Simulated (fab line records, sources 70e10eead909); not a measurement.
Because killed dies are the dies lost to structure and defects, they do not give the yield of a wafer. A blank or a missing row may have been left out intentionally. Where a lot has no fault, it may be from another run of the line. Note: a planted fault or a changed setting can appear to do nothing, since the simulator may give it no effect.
fab line records -- flow nand_harc
record lots=7, wafers=21, last_day=22
route steps=1159 shown A_STAIRCASE@710 A_SGD_CUT@747
lots that met no fault: from a run of the same line without faults
start_h: start of the lot's first displayed wafer, in hours after the record's first day -- wait_h: hours from the lot's prior step to this one -- " repeats the value in the row above -- L1.1+2: a row that stands for several wafers -- - value missing, or start not given -- * or withheld: withheld -- < > ~ a bound
route shown NAME@n: a module of which the file shows steps, and the number in the route of the first -- usual: mean/standard deviation of fault-free wafers -- same: alike in all rows -- chamber/n: place in a boat -- sites: per-site readings -- _std_site: the values' standard deviation -- _edge_site: outer sites' mean less inner sites' -- radius_mm: how far each site lies from the wafer's centre -- mask NAME#n: copy n -- behind: the tool/chamber that last shaped the wafer -- hold: cause of the lot's hold/its duration in hours/its outcome -- device: transistor that didn't switch, given as n, p or np -- end of line: at the end of the route, the tests of the same wafers -- a step with no rows: only its recipe -- killed: not the wafer's yield, but the dies lost to structure and defects at the first sort -- map: a wafer's dies, marking killed ones x, the rest . and places with no die _
set.NAME: the run value of the setting; set.NAME@STEP: its run value at that earlier step -- model.NAME: the simulator's own value behind a step, which no gauge read
lots at some steps of the route; a table a step, a row a wafer
services: the hour from which a tool's chamber was out of use, counted from the record's first day as start_h (under 0 if before that day), plus the number of hours and why
## steps
# step NHARC_A_STAIRCASE_DEP_322
# recipe target_thk_a=38000, temp_c=400, target_thk_nm=3800, teos_flow_sccm=200, rf_w=500, material=SiO2
# usual heater_power_w=656/83, susceptor_temp_C=400.04/0.24
lot.wafer,tool,chamber,start_h,wait_h,heater_power_w,susceptor_temp_C
L877.1,pecvd-01,2,299.97,0.6,628,399.85
L877.2,pecvd-01,0,299.97,0.6,766,400.50
L877.5,pecvd-01,2,299.97,0.6,576,400.06
L879.2,pecvd-02,1,313.58,0.2,688,399.88
L879.3,pecvd-02,2,313.58,0.2,747,399.53
L879.4,pecvd-02,2,313.58,0.2,628,399.79
L883.3,pecvd-02,2,319.42,0.1,632,399.90
L883.4,pecvd-02,2,319.42,0.1,611,399.87
L883.5,pecvd-02,1,319.42,0.1,616,399.60
L885.2,pecvd-03,0,353.93,0.2,783,399.74
L885.4,pecvd-03,0,353.93,0.2,667,399.82
L885.5,pecvd-03,1,353.93,0.2,536,400.35
L893.2,pecvd-03,0,398.53,0.1,764,400.21
L893.5,pecvd-03,0,398.53,0.1,671,399.89
L893.6,pecvd-03,2,398.53,0.1,677,400.45
L894.2,pecvd-01,1,398.55,0.1,621,399.88
L894.1,pecvd-01,2,398.55,0.1,658,400.41
L894.3,pecvd-01,0,398.55,0.1,704,400.01
L896.3,pecvd-01,1,401.74,0.1,616,399.97
L896.1,pecvd-01,2,401.74,0.1,680,399.78
L896.2,pecvd-01,0,401.74,0.1,688,399.70
# step NHARC_A_STAIRCASE_ANNEAL_323
# recipe temp_c=750, time_s=1800
# step NHARC_A_STAIRCASE_DEP_325
# recipe target_thk_a=38000, temp_c=400, target_thk_nm=3800, teos_flow_sccm=200, rf_w=500, material=SiO2
# step NHARC_A_STAIRCASE_ANNEAL_326
# recipe temp_c=750, time_s=1800
# step NHARC_A_STAIRCASE_DEHYDRATE_433
# recipe temp_c=150, time_s=120
# step NHARC_A_STAIRCASE_HMDS_434
# recipe time_s=30
# step NHARC_A_STAIRCASE_COAT_435
# recipe spin_rpm=1200
# step NHARC_A_STAIRCASE_SOFTBAKE_436
# recipe temp_c=135, time_s=170
# step NHARC_A_STAIRCASE_EBR_437
# step NHARC_A_STAIRCASE_EXPOSE_438
# recipe na=0.5, dose_mj=28.97, mask_id=STAIR_REV
# usual exposure_dose_mJ_cm2=28.968/0.029, focus_offset_nm=0.0/0.51, stage_vel_mm_s=500.02/0.26
lot.wafer,tool,chamber,start_h,wait_h,mask,exposure_dose_mJ_cm2,focus_offset_nm,stage_vel_mm_s
L877.1,krf_scanner-02,0,316.79,-,STAIR_REV#0,29.007,-0.2,500.07
L877.2,krf_scanner-02,0,316.79,-,STAIR_REV#0,28.978,-0.4,499.91
L877.5,krf_scanner-02,0,316.79,-,STAIR_REV#0,28.960,0.9,500.21
L879.2,krf_scanner-02,0,330.65,-,STAIR_REV#0,28.929,-0.2,500.16
L879.3,krf_scanner-02,0,330.65,-,STAIR_REV#0,28.960,-0.6,500.58
L879.4,krf_scanner-02,0,330.65,-,STAIR_REV#0,28.970,0.4,500.25
L883.3,krf_scanner-03,0,334.70,-,STAIR_REV#0,28.907,0.1,499.97
L883.4,krf_scanner-03,0,334.70,-,STAIR_REV#0,28.973,-0.4,500.20
L883.5,krf_scanner-03,0,334.70,-,STAIR_REV#0,28.951,0.1,499.99
L885.2,krf_scanner-02,0,370.89,-,STAIR_REV#0,28.979,-0.2,499.72
L885.4,krf_scanner-02,0,370.89,-,STAIR_REV#0,28.922,-0.1,499.58
L885.5,krf_scanner-02,0,370.89,-,STAIR_REV#0,28.954,0.4,499.93
L896.1,krf_scanner-03,-,413.79,-,STAIR_REV#0,-,-,-
L896.2,krf_scanner-03,-,413.79,-,STAIR_REV#0,-,-,-
L896.3,krf_scanner-03,-,413.79,-,STAIR_REV#0,-,-,-
L894.1,krf_scanner-03,-,413.83,-,STAIR_REV#0,-,-,-
L894.2,krf_scanner-03,-,413.83,-,STAIR_REV#0,-,-,-
L894.3,krf_scanner-03,-,413.83,-,STAIR_REV#0,-,-,-
L893.2,krf_scanner-03,-,413.87,-,STAIR_REV#0,-,-,-
L893.5,krf_scanner-03,-,413.87,-,STAIR_REV#0,-,-,-
L893.6,krf_scanner-03,-,413.87,-,STAIR_REV#0,-,-,-
# step NHARC_A_STAIRCASE_PEB_439
# recipe peb_temp_c=115, peb_time_s=130
# step NHARC_A_STAIRCASE_DEVELOP_440
# recipe time_s=140
# step NHARC_A_STAIRCASE_HARDBAKE_442
# recipe temp_c=120, time_s=140
# step NHARC_A_STAIRCASE_DESCUM_443
# recipe time_s=3, o2_flow_sccm=200, ar_flow_sccm=0, bias_power_w=0, chemistry=O2
# step NHARC_A_STAIRCASE_ETCH_444
# recipe target_depth_a=1.02e+05, time_s=3400, c4f8_flow_sccm=20, o2_flow_sccm=10, ar_flow_sccm=withheld, rf_w=600, bias_w=1000, chemistry=C4F8/O2
# step NHARC_A_STAIRCASE_STRIP_446
# recipe power_w=1500, temp_c=250, chemistry=O2
# usual drypump_motor_current_A=5.8/0.46, heater_power_w=326/20
lot.wafer,tool,chamber,start_h,wait_h,drypump_motor_current_A,heater_power_w,rf_hours_counter_h
L877.2,plasma_asher-02,1,320.01,0.0,6.3,374,45
L877.1,plasma_asher-02,0,320.01,0.0,5.4,322,45
L877.5,plasma_asher-02,0,320.01,0.0,5.4,316,-
L879.2,plasma_asher-01,1,333.44,0.1,5.2,321,16
L879.4,plasma_asher-01,0,333.44,0.1,5.9,308,-
L879.3,plasma_asher-01,1,333.44,0.1,5.2,325,-
L883.3,plasma_asher-01,0,338.15,0.1,5.9,306,-
L883.4,plasma_asher-01,1,338.15,0.1,5.2,318,-
L883.5,plasma_asher-01,1,338.15,0.1,5.2,322,-
L885.2,plasma_asher-01,0,375.26,0.1,5.9,296,34
L885.4,plasma_asher-01,1,375.26,0.1,5.2,318,-
L885.5,plasma_asher-01,0,375.26,0.1,5.9,304,-
L896.2,plasma_asher-02,1,416.56,0.0,6.3,345,15
L896.1,plasma_asher-02,0,416.56,0.0,5.4,308,15
L896.3,plasma_asher-02,1,416.56,0.0,6.3,351,-
L894.2,plasma_asher-02,1,418.41,0.5,6.3,345,17
L894.1,plasma_asher-02,0,418.41,0.5,5.4,312,17
L894.3,plasma_asher-02,0,418.41,0.5,5.4,312,-
L893.2,plasma_asher-02,0,419.86,0.0,5.4,318,18
L893.5,plasma_asher-02,0,419.86,0.0,5.4,317,-
L893.6,plasma_asher-02,1,419.86,0.0,6.4,351,-
# step NHARC_A_STAIRCASE_STRIP_447
# recipe time_s=900, temp_c=130, chemistry=SPM
# step NHARC_A_STAIRCASE_PRECLEAN_448
# recipe time_s=*, temp_c=50, bath_age_min=0, chemistry=SC1
# step NHARC_A_STAIRCASE_SRD_449
# step NHARC_A_STAIRCASE_CMP_450
# recipe target_thk_nm=200, material=SiO2
# usual motor_current_A=12.2/1.3, retaining_ring_pressure_frac=1.001/0.0048
lot.wafer,tool,chamber,start_h,wait_h,motor_current_A,retaining_ring_pressure_frac
L877.1,cmp-02,2,320.81,-,9.7,0.997
L877.2,cmp-02,0,320.81,-,11.8,1.003
L877.5,cmp-02,2,320.81,-,9.5,0.994
L879.3,cmp-01,0,334.19,-,14.4,1.004
L879.2,cmp-01,1,334.19,-,11.3,0.998
L879.4,cmp-01,2,334.19,-,11.7,0.994
L883.4,cmp-04,1,338.87,-,11.3,0.996
L883.3,cmp-04,0,338.87,-,13.0,0.993
L883.5,cmp-04,1,338.87,-,10.6,0.995
L885.4,cmp-04,1,376.01,-,11.3,1.010
L885.2,cmp-04,3,376.01,-,11.7,0.991
L885.5,cmp-04,2,376.01,-,11.6,0.997
L896.1,cmp-02,0,417.36,-,11.4,1.006
L896.3,cmp-02,1,417.36,-,13.0,0.999
L896.2,cmp-02,3,417.36,-,13.5,0.997
L894.1,cmp-02,1,419.22,-,12.8,1.005
L894.2,cmp-02,3,419.22,-,13.9,1.004
L894.3,cmp-02,0,419.22,-,12.0,1.005
L893.2,cmp-02,0,420.70,-,11.5,0.998
L893.6,cmp-02,1,420.70,-,13.4,1.005
L893.5,cmp-02,2,420.70,-,9.8,1.005
# step NHARC_A_STAIRCASE_CMP_152
# step NHARC_A_STAIRCASE_SRD_154
# step NHARC_A_STAIRCASE_ETCH_403
# recipe target_depth_a=1082, chemistry=dHF, material=SiO2
# step NHARC_A_STAIRCASE_ETCHBACK_422
# recipe target_depth_a=400, over_etch_frac=0.3, time_s=74.286, ion_energy_ev=120, ch3f_flow_sccm=50, o2_flow_sccm=30, ar_flow_sccm=200, rf_w=500, bias_w=100, chemistry=CH3F/O2
# usual bias_w=99.95/0.3, drypump_motor_current_A=5.7/0.43, oes_product_au=0.96/0.036, rf_vpp_V=243.4/1.5, showerhead_plenum_p_Torr=2.39/0.087, throttle_valve_pct=20.662/0.0088
lot.wafer,tool,chamber,start_h,wait_h,bias_w,drypump_motor_current_A,oes_product_au,rf_hours_counter_h,rf_vpp_V,showerhead_plenum_p_Torr,throttle_valve_pct
L877.1,rie_diel-08,1,321.71,0.5,99.53,5.5,0.98,5,243.0,2.42,20.668
L877.2,rie_diel-08,3,321.71,0.5,100.20,5.5,0.99,7,242.6,2.31,20.643
L877.5,rie_diel-08,2,321.71,0.5,100.19,5.9,1.00,-,240.6,2.35,20.660
L879.2,rie_diel-07,2,334.72,0.1,99.97,5.9,0.93,36,244.8,2.47,20.643
L879.3,rie_diel-07,3,334.72,0.1,100.20,5.3,0.91,35,244.3,2.43,20.659
L879.4,rie_diel-07,0,334.72,0.1,99.86,5.8,0.93,29,247.1,2.62,20.651
L883.3,rie_diel-08,2,339.41,0.1,99.86,6.0,0.99,13,243.8,2.35,20.668
L883.4,rie_diel-08,1,339.41,0.1,99.69,5.5,0.99,12,243.9,2.42,20.656
L883.5,rie_diel-08,3,339.41,0.1,100.35,5.5,1.01,-,243.1,2.31,20.673
L885.2,rie_diel-08,2,376.56,0.1,99.85,6.0,0.90,27,242.6,2.34,20.654
L885.4,rie_diel-08,3,376.56,0.1,99.61,5.5,0.92,30,242.3,2.30,20.651
L885.5,rie_diel-08,1,376.56,0.1,99.70,5.5,0.91,-,244.3,2.42,20.669
L896.1,rie_diel-07,2,417.89,0.1,99.88,5.9,1.00,1,243.1,2.46,20.658
L896.3,rie_diel-07,3,417.89,0.1,99.44,5.2,1.00,2,242.9,2.41,20.659
L896.2,rie_diel-07,0,417.89,0.1,99.52,5.8,1.02,1,244.6,2.61,20.658
L894.3,rie_diel-08,3,419.75,0.1,100.23,5.6,0.98,48,243.9,2.30,20.661
L894.2,rie_diel-08,0,419.75,0.1,100.04,5.7,0.96,48,241.8,2.30,20.674
L894.1,rie_diel-08,2,419.75,0.1,100.43,6.0,0.98,47,243.9,2.34,20.666
L893.2,rie_diel-08,2,421.23,0.2,100.01,6.0,0.98,47,242.2,2.34,20.662
L893.5,rie_diel-08,0,421.23,0.2,99.63,5.8,0.93,-,241.6,2.30,20.650
L893.6,rie_diel-08,1,421.23,0.2,100.29,5.5,0.97,-,244.3,2.41,20.665
# step NHARC_A_STAIRCASE_ETCH_423
# recipe target_depth_a=300, chemistry=dHF, material=SiO2
# step NHARC_A_STAIRCASE_ETCHBACK_157
# recipe target_depth_a=900, over_etch_frac=0.3, time_s=167.14, ion_energy_ev=120, ch3f_flow_sccm=50, o2_flow_sccm=30, ar_flow_sccm=200, rf_w=500, bias_w=100, chemistry=CH3F/O2
# step NHARC_A_STAIRCASE_STRIP_475
# recipe time_s=20, o2_flow_sccm=500, ar_flow_sccm=0, bias_w=0, chemistry=O2
# step NHARC_A_STAIRCASE_DEP_471
# recipe target_thk_a=1000, temp_c=400, pressure_torr=6.5, rf_w=900, teos_flow_sccm=161.4, flow_sccm=2650, target_thk_nm=100, gas=O2, material=SiO2
# step NHARC_A_STAIRCASE_CMP_472
# recipe material=SiO2
# usual motor_current_A=12.2/1.2, retaining_ring_pressure_frac=1.001/0.0049
lot.wafer,tool,chamber,start_h,wait_h,motor_current_A,retaining_ring_pressure_frac
L877.2,cmp-02,1,322.67,0.2,12.3,1.004
L877.1,cmp-02,2,322.67,0.2,10.2,1.003
L877.5,cmp-02,3,322.67,0.2,13.4,0.996
L879.2,cmp-01,3,337.61,0.2,12.8,1.006
L879.4,cmp-01,0,337.61,0.2,14.1,0.996
L879.3,cmp-01,1,337.61,0.2,11.4,1.013
L883.4,cmp-04,3,340.33,0.1,11.4,1.004
L883.3,cmp-04,0,340.33,0.1,12.6,1.004
L883.5,cmp-04,0,340.33,0.1,13.3,1.006
L885.2,cmp-04,2,377.46,0.2,12.6,1.002
L885.4,cmp-04,0,377.46,0.2,13.2,0.990
L885.5,cmp-04,3,377.46,0.2,12.2,1.001
L896.1,cmp-01,2,418.83,0.2,11.9,1.003
L896.3,cmp-01,3,418.83,0.2,12.9,0.998
L896.2,cmp-01,0,418.83,0.2,14.4,0.991
L894.2,cmp-01,0,420.68,0.2,13.7,0.998
L894.3,cmp-01,1,420.68,0.2,11.9,1.002
L894.1,cmp-01,2,420.68,0.2,12.1,1.000
L893.2,cmp-01,2,422.55,0.2,12.0,1.005
L893.5,cmp-01,2,422.55,0.2,11.8,1.005
L893.6,cmp-01,3,422.55,0.2,12.8,1.000
# step NHARC_A_STAIRCASE_SRD_474
# step NHARC_A_SGD_CUT_DEP_00
# recipe target_thk_a=500, temp_c=400, target_thk_nm=50, flow_sccm=200, rf_w=450, material=SiNx
# step NHARC_A_SGD_CUT_DEHYDRATE_01
# recipe temp_c=150, time_s=120
# step NHARC_A_SGD_CUT_HMDS_02
# recipe time_s=30
# step NHARC_A_SGD_CUT_COAT_56
# recipe temp_c=260, time_s=75
## services
tool,chamber,start_h,hours,kind
plasma_asher-01,-,276.00,9.0,pm
cmp-01,-,277.50,4.0,pm
pecvd-02,0,277.81,12.3,repair
pecvd-03,-,292.09,13.0,pm
cmp-04,-,301.07,4.0,pm
cmp-01,-,302.02,1.2,repair
rie_diel-08,-,302.88,9.0,pm
rie_diel-08,-,321.30,0.4,repair
cmp-02,-,324.56,4.0,pm
krf_scanner-03,-,329.52,4.6,repair
cmp-04,-,337.88,0.6,repair
krf_scanner-03,-,340.00,4.0,pm
rie_diel-08,1,348.57,18.6,repair
plasma_asher-02,-,360.00,9.0,pm
cmp-01,-,365.20,0.9,repair
cmp-01,-,375.50,4.0,pm
krf_scanner-02,-,382.00,4.0,pm
cmp-01,-,390.25,0.4,repair
cmp-04,-,399.07,4.0,pm
plasma_asher-01,-,411.55,8.2,repair
cmp-02,-,415.29,1.5,repair
cmp-01,-,415.29,2.8,repair
pecvd-01,-,418.40,13.0,pm
cmp-02,-,422.56,4.0,pm
## key
first_sign step=NHARC_A_STAIRCASE_EXPOSE_438, reading=tool_record, direction=missing
effect none on later readings
met_at NHARC_A_STAIRCASE_EXPOSE_438
struck_wafers L893.2,L893.5,L893.6,L894.1,L894.2,L894.3,L896.1,L896.2,L896.3
scrapped_behind NHARC_A_SGD_CUT_INSPECT_11 L893.2,L893.5,L893.6,L894.1,L894.2,L894.3,L896.1,L896.2,L896.3
onset_between 334.70 413.79
fault kind=skipped_step_whole, tool=krf_scanner-03, chamber=-, onset_h=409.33, steps=NHARC_A_STAIRCASE_EXPOSE_438, scope=struck_lots_only
